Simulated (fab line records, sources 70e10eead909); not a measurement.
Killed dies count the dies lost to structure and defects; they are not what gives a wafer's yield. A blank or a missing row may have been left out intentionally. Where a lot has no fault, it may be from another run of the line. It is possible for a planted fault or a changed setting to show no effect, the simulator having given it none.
Chamber matching    flow nandHarc    3 sister chambers for NHARC_P_BONDPAD_DEP_00 on pecvd-02
The step deposits SiCN, target thk 250 nm. 6 wafers are shown with their chamber, then 8 later ones without.

EACH WAFER AND ITS CHAMBER
wafer   chamber  heaterPowerW (W)  heaterPowerOuterW (W)
L079.1  0        494               236
L079.4  2        363               207
L080.4  2        396               233
L088.3  0        514               243
L088.5  1        463               239
L093.1  1        489               254

WAFERS WHOSE CHAMBER IS MISSING
wafer   heaterPowerW (W)  heaterPowerOuterW (W)
L093.2  495               244
L093.4  433               246
L095.2  482               236
L095.4  481               240
L095.5  488               255
L097.2  559               281
L097.4  482               248
L097.6  368               195

WHICH CHAMBER EACH ONE RAN IN
wafer   from the rows above           in truth
L093.2  can't be placed: 0 or 1       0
L093.4  can't be placed: 1 or 2 or 0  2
L095.2  can't be placed: 1 or 0       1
L095.4  can't be placed: 1 or 0       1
L095.5  can't be placed: 1 or 0       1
L097.2  can't be placed: 0 or 1       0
L097.4  can't be placed: 1 or 0       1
L097.6  2                             2
Correct placement for 1 of the 8. From these rows, 7 cannot be placed; in 7 the true chamber is one of the candidates. Placed wrongly: 0.
How it was worked out, from the rows above alone: a wafer's distance from a chamber is the root of the sum, over the readings, of the square of ((its reading less the chamber's mean) divided by the reading's scatter). If the next closest chamber is less than 2 further off than the closest, the wafer can't be placed; otherwise it belongs to the closest. The mean given for a chamber averages the wafers shown for that chamber. The scatter: the root of (the sum of the squares of (reading less its chamber's mean) over the shown wafers, divided by (wafers less chambers)).
